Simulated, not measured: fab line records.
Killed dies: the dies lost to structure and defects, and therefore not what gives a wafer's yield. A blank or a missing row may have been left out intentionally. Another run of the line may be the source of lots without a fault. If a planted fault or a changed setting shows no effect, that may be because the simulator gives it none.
A single fault, viewed from 2 desks + flow n5-finfet + every desk sees just its own numbers, and what lay behind them comes last

== DESK OF THE TOOL OWNER: cmp-03 ==
The tool's own readings at N5_SDB_CMP_30 (polishes, stops on poly-Si, t overpolish 1.54 s, target thk 30 nm): means of the sampled wafers that have a number, for each lot that ran on this tool. The brackets show how far a lot's mean lies from the usual mean; more than 4 standard deviations puts the lot out of limits, marked OUT.
Columns: A = head-pressure-psi at N5_SDB_CMP_30, usual 4.149 psi; B = motor-current-A at N5_SDB_CMP_30, usual 12.4 A; C = overpolish-run-s at N5_SDB_CMP_30, usual 1.539 s; D = slurry-flow-ml-min at N5_SDB_CMP_30, usual 150.1; E = time-to-endpoint-s at N5_SDB_CMP_30, usual 17.2 s
| lot  | first seen here | A               | B    | C     | D     | E    |
|------|-----------------|-----------------|------|-------|-------|------|
| L654 | day 4 11:22     | 4.153           | 10.7 | 1.537 | 149.7 | 17.2 |
| L655 | day 4 13:25     | 4.152           | 11.2 | 1.538 | 149.9 | 14.9 |
| L659 | day 5 14:10     | 3.804 (-36) OUT | 10.7 | 1.537 | 149.9 | 18.7 |
| L662 | day 6 14:03     | 3.797 (-37) OUT | 10.6 | 1.534 | 150.1 | 19.1 |
| L675 | day 9 17:25     | 4.136           | 10.7 | 1.543 | 150.0 | 19.2 |
This desk finds L659, L662 out of limits, L659 being first, at day 5 14:10 (head-pressure-psi at N5_SDB_CMP_30). L654, L655, L675: within limits.

== FROM THE METROLOGY DESK ==
Means of the sampled wafers that have a number, per lot and without regard to the tool the lot ran on: this is what the gauges read. The brackets show how far a lot's mean lies from the usual mean; more than 4 standard deviations puts the lot out of limits, marked OUT. 7 of its 11 readings are shown, namely those furthest out on some lot.
Columns: A = SDB_THK at N5_SDB_THK_MEAS_31, usual 64.3 nm; B = DIBL_P at N5_BEOL_M4_RC_MEAS_101, usual 36.0 mV/V; C = IOFF_N at N5_BEOL_M4_RC_MEAS_101, usual 0.154 nA/um; D = ION_N at N5_BEOL_M4_RC_MEAS_101, usual 675 uA/um; E = SS_P at N5_BEOL_M4_RC_MEAS_101, usual 73.1 mV/dec; F = VT_N at N5_BEOL_M4_RC_MEAS_101, usual 250 mV; G = VT_P at N5_BEOL_M4_RC_MEAS_101, usual -249 mV
| lot  | first seen here | A    | B    | C     | D   | E    | F   | G    |
|------|-----------------|------|------|-------|-----|------|-----|------|
| L654 | day 4 11:38     | 63.9 | 36.7 | 0.160 | 678 | 73.4 | 247 | -252 |
| L655 | day 4 13:42     | 65.7 | 35.1 | 0.123 | 657 | 72.8 | 255 | -253 |
| L659 | day 5 14:21     | 64.9 | 35.6 | 0.135 | 668 | 72.9 | 252 | -247 |
| L662 | day 6 14:18     | 63.8 | 36.6 | 0.154 | 672 | 73.0 | 250 | -248 |
| L664 | day 6 21:05     | 63.8 | 35.5 | 0.147 | 675 | 73.8 | 251 | -255 |
| L667 | day 7 16:50     | 64.2 | 33.2 | 0.117 | 666 | 73.1 | 254 | -253 |
| L668 | day 8 00:19     | 65.5 | 36.3 | 0.152 | 682 | 73.4 | 248 | -248 |
| L671 | day 8 19:41     | 63.6 | 36.6 | 0.181 | 673 | 73.8 | 248 | -251 |
| L675 | day 9 17:43     | 64.2 | 35.7 | 0.160 | 675 | 73.1 | 249 | -252 |
This desk's verdict: no lot among the 9 shows anything out of limits.

== TAKEN TOGETHER ==
On L659, L662, at day 5 14:10, an alarm was possible from the tool owner's desk.
The metrology desk saw nothing out of limits.
The metrology desk holds a record of L659, L662, inside its limits.
The lots listed all ran N5_SDB_CMP_30 on cmp-03.

== WHAT THE SIMULATOR HAD PUT IN ==
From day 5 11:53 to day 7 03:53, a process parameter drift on cmp-03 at N5_SDB_CMP_30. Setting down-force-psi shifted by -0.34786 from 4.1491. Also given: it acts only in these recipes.
Lots struck among those shown: L659, L662.
Delay in hours, fault start to first out-of-limits reading, by desk: the tool owner's desk at 2.
